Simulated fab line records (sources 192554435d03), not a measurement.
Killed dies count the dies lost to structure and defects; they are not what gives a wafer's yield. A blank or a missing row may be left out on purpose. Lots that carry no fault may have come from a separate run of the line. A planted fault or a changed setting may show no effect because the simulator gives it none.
Comparing a struck lot with a sound one || flow n5Finfet || 39 out of 1938 route steps
Sound: wafers L125.1, L125.5, L125.6. Struck: wafers L116.2, L116.4, L116.5. The cause comes at the end.
For every step that has rows: the tool of each side, followed by ch and its chambers, followed by its first start. Under that, the readings that differ: sound wafers || struck wafers || difference of the means || sigmas: that difference in standard deviations of wafers without a fault.
alike: a reading whose means differ by less than 2 such deviations, as well as words and numbers matching on both sides. not compared: withheld readings; readings where some wafer has no value; bounds like >300 that might hide an equal value; numbers whose values overlap and for which the record gives no deviation.
The two part at a step that has a row with sigmas, a row that says differs or no value, or rows on one side only. Non-overlapping numbers with no deviation appear without sigmas and do not part them. Lack of a reading on every wafer of one side parts them only where that side has two or more wafers.

first, 9 steps without rows for these wafers: N5_BEOL_M4_ANNEAL_95 (time 240 s); N5_BEOL_M4_SPUTTER_96 (material Cu, target thk 4.5 nm, time 8.29 s); N5_BEOL_M4_ECD_50 (material Cu, target thk 300 nm); N5_BEOL_M4_ANNEAL_51 (time 90 s); N5_BEOL_M4_CMP_52 (polishes, stops on SiOC, t overpolish 6.8 s, target thk 40 nm); N5_BEOL_M4_PRE_CLEAN_60 (time 15 s); N5_BEOL_M4_CO_CAP_55 (material Co, precursor CCTBA/H2, target thk 2 nm, time 102.1 s); N5_BEOL_M4_PRE_CLEAN_56 (time 15 s); N5_BEOL_M4_DEP_57 (deposits SiCN from 3MS/NH3, target thk 8 nm, time 14 s).
N5_BEOL_M4_RC_MEAS_101:
  sound on prober-02 ch 0, day 13 12:45; struck on prober-02 ch 0, day 11 11:34
  alike: DIBL_N, DIBL_P, IOFF_N, IOFF_P, ION_N, ION_P, SS_N, SS_P, VT_N, VT_P
then, 24 steps without rows for these wafers: N5_BEOL_M5_ILD_DEP_00 (deposits SiCOH lowk from DEMS/porogen, target thk 140.64 nm, time 25.9 s); N5_BEOL_M5_CURE_79 (cures SiCOH lowk, time 240 s); N5_BEOL_M5_PECVD_70 (deposits SiO2 from TEOS/O2, target thk 16 nm, time 18 s); N5_BEOL_M5_HM_DEP_02 (deposits TiN, target thk 20 nm); N5_BEOL_M5_COAT_59 (time 60 s, resist thk 60 nm); N5_BEOL_M5_COAT_60 (time 60 s, resist thk 12 nm); N5_BEOL_M5_COAT_71 (time 60 s, resist thk 5 nm); N5_BEOL_M5_COAT_05 (resist thk 30 nm); N5_BEOL_M5_EBR_07; N5_BEOL_M5_SOFTBAKE_06 (time 60 s); N5_BEOL_M5_EXPOSE_08 (exposes mask M5, target cd 28 nm); N5_BEOL_M5_PEB_09 (peb time 60 s); N5_BEOL_M5_DEVELOP_10 (develop time 30 s); N5_BEOL_M5_DESCUM_16 (chemistry O2, time 7 s); N5_BEOL_M5_ETCH_72 (etches underlayer in N2/H2, target depth 6.5 nm, time 5.2 s); N5_BEOL_M5_ETCH_61 (etches SiARC in CF4, target depth 15.6 nm, time 26 s); N5_BEOL_M5_ETCH_62 (etches SOC in N2/H2, target depth 75 nm, overetch 15 nm, time 112.5 s); N5_BEOL_M5_STRIP_63 (strips in N2/H2); N5_BEOL_M5_STRIP_73 (strips in N2/H2); N5_BEOL_M5_STRIP_64 (strips in CF4); N5_BEOL_M5_HM_OPEN_17 (chemistry Cl2/BCl3, target TiN, target depth 20 nm, overetch 6 nm); N5_BEOL_M5_STRIP_19 (strips in O2); N5_BEOL_M5_COAT_65 (time 60 s, resist thk 60 nm); N5_BEOL_M5_COAT_66 (time 60 s, resist thk 12 nm).
N5_BEOL_M5_CMP_52: polishes, stops on SiCOH lowk, t overpolish 6.9 s, target thk 62 nm.
  sound on cmp-01 ch 1,2, day 14 01:17; struck on cmp-01 ch 0,1,3, day 11 22:52
  no value came back on the struck wafers for any of 6 readings (barrierFieldEndpointS (s), clearingPlatenDownForcePsi (psi) and others); on the sound wafers barrierFieldEndpointS (s) reads 24.7 23.8 24.6
{"reading": "model.Cu_of_BEOL_M5_ECD_50.thkNm (nm)", "sound": "60.4 59.8 61.6", "struck": "301.4 304.6 304.4", "difference": "+242.9", "sigmas": ""}
{"reading": "model.SiO2_of_BEOL_M5_PECVD_70.thkNm (nm)", "sound": "0 0 0", "struck": "15.6 16.2 16.2", "difference": "+16.0", "sigmas": ""}
{"reading": "model.SiCOH_lowk_of_BEOL_M5_ILD_DEP_00.thkNm (nm)", "sound": "116.4 117.4 116.8", "struck": "117.8 119.4 124", "difference": "+3.5", "sigmas": ""}
N5_BEOL_M5_THK_MEAS_53: measures by xrf.
  struck on filmMetro-01, day 11 23:09; sound on filmMetro-02, day 14 01:33
{"reading": "M5_THK (nm)", "sound": "60.4 59.6 61.6", "struck": "302.9 307.4 307.9", "difference": "+245.5", "sigmas": "+99 or more"}
N5_BEOL_M5_RS_MEAS_57: measures by four-point-probe.
  struck on filmMetro-02, day 11 23:25; sound on filmMetro-02, day 14 01:49
{"reading": "M5_RS (ohm/sq)", "sound": "0.399 0.404 0.390", "struck": "0.054 0.053 0.053", "difference": -0.344, "sigmas": -25}
N5_BEOL_M5_INSPECT_58: inspects for defects (darkfield).
  struck on defectInspect-02, day 11 23:26; sound on defectInspect-01, day 14 01:51
{"reading": "rawDefectCount", "sound": "53 75 59", "struck": "1978 1984 1973", "difference": "+1916", "sigmas": "+87"}
-- a jump in the record: the struck wafers' starts before and after are 4 days apart (it breaks off in module BEOL_M5 and resumes in module PASSIVATION, where the first step shown is number 1936 of the route) --
N5_PASSIVATION_PROBE_49:
  struck on prober-02, day 16 00:19; sound on prober-01, day 18 09:07
{"reading": "defectLimitedYield (%)", "sound": "92.2 90.0 88.7", "struck": "0 0 0", "difference": -90, "sigmas": -56}
{"reading": "killed_at_M4_up", "sound": "15 17 26", "struck": "1082 1100 1096", "difference": "+1073", "sigmas": "+99 or more"}
{"reading": "killedDies", "sound": "92 118 133", "struck": "1180 1180 1180", "difference": "+1066", "sigmas": "+56"}
{"reading": "killedOnRim", "sound": "12 21 12", "struck": "152 152 152", "difference": "+137", "sigmas": "+35"}
{"reading": "sortNPass", "sound": "1088 1062 1047", "struck": "0 0 0", "difference": -1066, "sigmas": -53}
{"reading": "sortYieldPct (%)", "sound": "92.2 90.0 88.7", "struck": "0 0 0", "difference": -90, "sigmas": -53}
  alike: killed_at_M0_to_M3, killedAtContacts, killedAtFrontEnd, killedAtOther, killedOpen, killedShort, sort_bin_5_function, sort_bin_6_memory

## WHERE THEY PART
Earliest at N5_BEOL_M5_CMP_52; latest, in this record, at N5_PASSIVATION_PROBE_49.

WHY: whatever the simulator had introduced
Beginning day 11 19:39, the whole step at N5_BEOL_M5_CMP_52 was skipped on cmp-01. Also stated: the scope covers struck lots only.
